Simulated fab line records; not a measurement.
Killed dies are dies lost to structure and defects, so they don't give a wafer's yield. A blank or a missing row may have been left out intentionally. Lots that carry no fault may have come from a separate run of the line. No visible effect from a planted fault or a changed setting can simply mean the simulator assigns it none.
Split-lot trial ; flow n5Finfet ; 21 wafers read across 7 lots, on a route 1938 steps long

ABOUT THE SPLIT
At N5_HKMG_FIN_DESCUM_17 (chemistry O2, time 7.9 s), the setting timeS was moved away from the recipe's 7.9 s on 8 of the 21 wafers read, by -22.1% to +16.2%. The other wafers ran this setting at the recipe's value.

The reading is taken at the split's own step.

THE READING
CAR-ArF_of_HKMG_FIN_COAT_06.thkNm (the simulator's own value, which no gauge read), in nm, at N5_HKMG_FIN_DESCUM_17 (chemistry O2, time 7.9 s). The file gives no usual value for it. Across the 13 wafers here that went through the recipe, the average is 83.5 nm and the standard deviation 0.24 nm.

wafer;tool, chamber at the split;timeS as run, s;against the recipe;CAR-ArF_of_HKMG_FIN_COAT_06.thkNm, nm;against lot-mates on the recipe
L078.1;rieDiel-05, 3;8.848;+12.0%;82.6;-0.8
L078.2;rieDiel-05, 2;7.9;recipe;83.4;-
L078.6;rieDiel-05, 1;8.848;+12.0%;82.4;-1.0
L079.3;rieDiel-05, 2,0;9.176;+16.2%;82.8;no lot-mate on the recipe
L079.4;rieDiel-05, 2,0;9.176;+16.2%;82.8;no lot-mate on the recipe
L079.5;rieDiel-05, 1;9.176;+16.2%;82.6;no lot-mate on the recipe
L087.3;rieDiel-03, 0,2;7.9;recipe;83.6;-
L087.6;rieDiel-03, 0,2;7.9;recipe;83.6;-
L087.4;rieDiel-03, 1;7.9;recipe;83.8;-
L088.4;rieDiel-03, 0;6.154;-22.1%;84.4;+1.0
L088.5;rieDiel-03, 3,0;7.9;recipe;83.4;-
L088.6;rieDiel-03, 3,0;7.9;recipe;83.4;-
L091.1;rieDiel-05, 1;7.9;recipe;83.2;-
L091.3;rieDiel-05, 2;6.222;-21.2%;84.4;+1.1
L091.4;rieDiel-05, 0;7.9;recipe;83.4;-
L093.1;rieDiel-05, 0;7.9;recipe;84;-
L093.3;rieDiel-05, 2;7.9;recipe;83.8;-
L093.4;rieDiel-05, 3;6.458;-18.3%;84.8;+0.9
L097.2;rieDiel-03, 1;7.9;recipe;83.4;-
L097.4;rieDiel-03, 2,0;7.9;recipe;83.2;-
L097.5;rieDiel-03, 2,0;7.9;recipe;83.2;-
Where a row lists several chambers, the file gives one row for several wafers and doesn't say which wafer went through which chamber.

THE FIT
A straight line over all 21 wafers: CAR-ArF_of_HKMG_FIN_COAT_06.thkNm changes by -0.0527 nm for each +1% of timeS; r = -0.91; the points scatter about the line by 0.26 nm.
The same after taking each lot's own level away (the mean of its wafers on the recipe; 18 wafers): -0.0546 nm for each +1%; r = -0.97; scatter 0.12 nm.
That fit puts the effect of the largest move of timeS on the reading at 1.2 nm.
Across the lots, their own levels run from 83.27 to 83.90 nm, a range of 2.6 times the standard deviation given above.
Hence the lot-to-lot level has little effect on the slope; both slopes agree.
Check: for one of the wafers moved furthest among these (-22.1%), held out of the fit, the line's prediction against its lot-mates is +1.24 nm. Against them it came out at +1 nm.

OTHER SPLITS APPLIED TO THESE WAFERS
Other splits were also applied to these wafers ahead of the reading. Each is held against what the fit with the lots' levels taken away leaves over:
other split on the same wafers;wafers away from the commonest value;r with CAR-ArF_of_HKMG_FIN_COAT_06.thkNm (lot level and that fit taken away)
N5_SD_EPI_N_DESCUM_14 timeS;6;+0.15
N5_SD_EPI_N_EPI_21 tempC;9;-0.04
N5_SD_EPI_P_COAT_03 spinRpm;6;+0.36
N5_SDB_HM_DEP_00 timeS;8;-0.02
N5_SDB_COAT_03 tempC;5;+0.13

FILE'S OWN FIT
CAR-ArF_of_HKMG_FIN_COAT_06.thkNm changes by -0.0513 nm for each +1% of timeS, r = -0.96.
